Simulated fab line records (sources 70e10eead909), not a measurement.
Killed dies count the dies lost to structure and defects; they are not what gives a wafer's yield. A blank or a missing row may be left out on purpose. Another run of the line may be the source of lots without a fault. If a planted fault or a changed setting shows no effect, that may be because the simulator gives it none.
Matching of chambers | flow nandHarc | NHARC_A_CONTACT_DEP_24 on pecvd-02: 3 sister chambers
The step deposits SiO2, target thk 500 nm. 3 wafers are shown with their chamber, then 8 later ones without.

== WAFERS, EACH WITH ITS CHAMBER ==
wafer  | chamber | heaterPowerW (W)
L089.4 | 1       | 492
L089.6 | 2       | 700
L091.2 | 0       | 553

== WAFERS WITH NO CHAMBER GIVEN ==
wafer  | heaterPowerW (W)
L091.3 | 713
L091.5 | 558
L095.2 | 499
L095.3 | 458
L095.6 | 505
L097.1 | 448
L097.2 | 742
L097.4 | 776

== WHICH CHAMBER EACH ONE RAN IN ==
wafer  | from the rows above     | in truth
L091.3 | 2                       | 2
L091.5 | can't be placed: 0 or 1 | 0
L095.2 | can't be placed: 1 or 0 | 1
L095.3 | can't be placed: 1 or 0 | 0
L095.6 | can't be placed: 1 or 0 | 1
L097.1 | can't be placed: 1 or 0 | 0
L097.2 | 2                       | 2
L097.4 | 2                       | 2
3 of 8 placed correctly. From these rows, 5 cannot be placed; in 5 the true chamber is one of the candidates. Placed wrongly: 0.
How it was worked out, from the rows above alone: a wafer's distance from a chamber is the root of the sum, over the readings, of the square of ((its reading less the chamber's mean) divided by the reading's scatter). The wafer belongs to the nearest chamber; if the next one is less than 2 further off, it can't be placed. Each chamber's mean is taken over the wafers shown for it. The scatter: root of mean squared gap, hidden wafer to nearest shown wafer, with one shown wafer a chamber.
